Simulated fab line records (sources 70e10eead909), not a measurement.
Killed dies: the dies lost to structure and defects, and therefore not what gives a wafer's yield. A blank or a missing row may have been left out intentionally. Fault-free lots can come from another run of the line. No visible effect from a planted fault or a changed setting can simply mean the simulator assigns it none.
Chamber matching :: flow nand_harc :: NHARC_A_STAIRCASE_ALD_415 on ald_hk-03 has 4 sister chambers
The step deposits SiO2, target thk 30 nm, pulse time 6 s, ald cycles 300. 4 wafers are shown with their chamber, then 7 later ones without.

WAFERS WITH THEIR CHAMBER
wafer: L083.3
chamber: 0
heater_power_w (W): 470

wafer: L083.6
chamber: 2
heater_power_w (W): 435

wafer: L087.2
chamber: 3
heater_power_w (W): 440

wafer: L087.5
chamber: 1
heater_power_w (W): 500

WAFERS MISSING THEIR CHAMBER
wafer: L087.6
heater_power_w (W): 477

wafer: L088.2
heater_power_w (W): 477

wafer: L088.3
heater_power_w (W): 492

wafer: L088.5
heater_power_w (W): 497

wafer: L094.1
heater_power_w (W): 446

wafer: L094.3
heater_power_w (W): 444

wafer: L094.4
heater_power_w (W): 468

CHAMBER TAKEN BY EACH
wafer: L087.6
from the rows above: 0
in truth: 0

wafer: L088.2
from the rows above: 0
in truth: 0

wafer: L088.3
from the rows above: 1
in truth: 1

wafer: L088.5
from the rows above: 1
in truth: 1

wafer: L094.1
from the rows above: can't be placed: 3 or 2
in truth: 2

wafer: L094.3
from the rows above: can't be placed: 3 or 2
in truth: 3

wafer: L094.4
from the rows above: 0
in truth: 0
Placed correctly: 5 of 7. Not placeable from these rows: 2 (in 2, the candidates include the true chamber). 0 placed wrongly.
How it was worked out, from the rows above alone: a wafer's distance from a chamber is the root of the sum, over the readings, of the square of ((its reading less the chamber's mean) divided by the reading's scatter). The wafer belongs to the nearest chamber; if the next one is less than 2 further off, it can't be placed. Each chamber's mean is taken over the wafers shown for it. The scatter: root of mean squared gap, hidden wafer to nearest shown wafer, with one shown wafer a chamber.
